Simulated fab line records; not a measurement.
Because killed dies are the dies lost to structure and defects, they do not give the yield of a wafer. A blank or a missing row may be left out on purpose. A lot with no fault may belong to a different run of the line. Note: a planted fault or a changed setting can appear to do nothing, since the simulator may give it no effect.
Chamber matching -- flow nand-harc -- 4 sister chambers for NHARC_A_SLIT_ETCH_29 on rie-diel-08
The step etches the open film in CF4/O2, target depth 100 nm, overetch 10 nm, time 55 s. 14 wafers are shown with their chamber, then 7 later ones without.

## WAFERS, EACH WITH ITS CHAMBER
wafer,chamber,showerhead-plenum-p-Torr (Torr),drypump-motor-current-A (A),oes-product-au (a.u.)
L482.2,2,1.43,6.8,1.008
L482.5,3,1.33,5.0,1.003
L482.6,0,1.40,5.9,1.001
L485.1,2,1.43,6.8,1.016
L485.4,3,1.32,5.1,1.008
L485.6,0,1.40,5.9,1.021
L492.1,2,1.43,6.7,0.990
L492.3,0,1.40,5.9,1.007
L492.6,1,1.39,5.5,0.982
L493.1,0,1.40,5.9,1.008
L493.3,2,1.43,6.8,0.993
L493.5,2,1.43,6.8,0.992
L497.1,2,1.43,6.8,0.993
L497.2,1,1.39,5.5,0.981

SIGNATURES (means of the wafers above)
reading,chamber 0,chamber 1,chamber 2,chamber 3,scatter within a chamber
showerhead-plenum-p-Torr,1.4000,1.3900,1.4300,1.3250,0.00224
drypump-motor-current-A,5.900,5.500,6.783,5.050,0.0365
oes-product-au,1.00925,0.98150,0.99867,1.00550,0.00893
Rule: for each reading, subtract the chamber's mean from the wafer's reading, divide by that reading's scatter and square the result; add these up over the readings and take the root, which gives the wafer's distance from the chamber. The wafer belongs to the nearest chamber; if the next one is less than 2 further off, it can't be placed. The scatter: take each reading less its chamber's mean, square it, sum over the shown wafers, divide by the number of wafers less the number of chambers, and take the root.

## WAFERS WITH NO CHAMBER GIVEN
wafer,showerhead-plenum-p-Torr (Torr),drypump-motor-current-A (A),oes-product-au (a.u.)
L497.4,1.32,5.1,1.005
L498.2,1.39,5.5,0.997
L498.3,1.40,5.9,1.008
L498.6,1.42,6.8,1.005
L500.2,1.32,5.0,1.017
L500.3,1.40,5.9,1.008
L500.6,1.42,6.8,1.014

## WHICH CHAMBER EACH ONE RAN IN
wafer,from the rows above,in truth
L497.4,3,3
L498.2,1,1
L498.3,0,0
L498.6,2,2
L500.2,3,3
L500.3,0,0
L500.6,2,2
Correctly placed: 7 of 7. Left unplaced by these rows: 0. Number placed wrongly: 0.
